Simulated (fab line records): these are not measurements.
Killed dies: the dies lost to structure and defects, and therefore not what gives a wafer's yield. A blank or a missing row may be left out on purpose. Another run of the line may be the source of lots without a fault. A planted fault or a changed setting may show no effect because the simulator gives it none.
Matching of chambers :: flow n5 finfet :: 4 sister chambers for N5_HKMG_FIN_ALD_75 on ald hk-03
The step deposits Al2O3, target thk 1 nm, co reactant pulse time 1 s. 4 wafers are shown with their chamber, then 7 later ones without.

WAFERS, EACH WITH ITS CHAMBER
wafer: L079.6
chamber: 0
heater power w (W): 133

wafer: L080.1
chamber: 2
heater power w (W): 152

wafer: L080.3
chamber: 3
heater power w (W): 136

wafer: L081.5
chamber: 1
heater power w (W): 167

WAFERS MISSING THEIR CHAMBER
wafer: L081.6
heater power w (W): 158

wafer: L083.2
heater power w (W): 135

wafer: L083.4
heater power w (W): 166

wafer: L083.6
heater power w (W): 138

wafer: L088.1
heater power w (W): 136

wafer: L088.3
heater power w (W): 134

wafer: L088.5
heater power w (W): 136

EACH ONE'S CHAMBER
wafer: L081.6
from the rows above: can't be placed: 2 or 1
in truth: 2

wafer: L083.2
from the rows above: can't be placed: 3 or 0
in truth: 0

wafer: L083.4
from the rows above: 1
in truth: 1

wafer: L083.6
from the rows above: can't be placed: 3 or 0
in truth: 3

wafer: L088.1
from the rows above: can't be placed: 3 or 0
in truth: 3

wafer: L088.3
from the rows above: can't be placed: 0 or 3
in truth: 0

wafer: L088.5
from the rows above: can't be placed: 3 or 0
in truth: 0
1 of 7 placed correctly. Can't be placed from these rows: 6 (the true chamber is among the candidates in 6). Number placed wrongly: 0.
How it was worked out, from the rows above alone: a wafer's distance from a chamber is the root of the sum, over the readings, of the square of ((its reading less the chamber's mean) divided by the reading's scatter). The wafer belongs to the nearest chamber; if the next one is less than 2 further off, it can't be placed. A chamber's mean is the mean of its shown wafers. The scatter: with one shown wafer a chamber, the root of the mean of the squares of how far each hidden wafer lies from its nearest shown one.
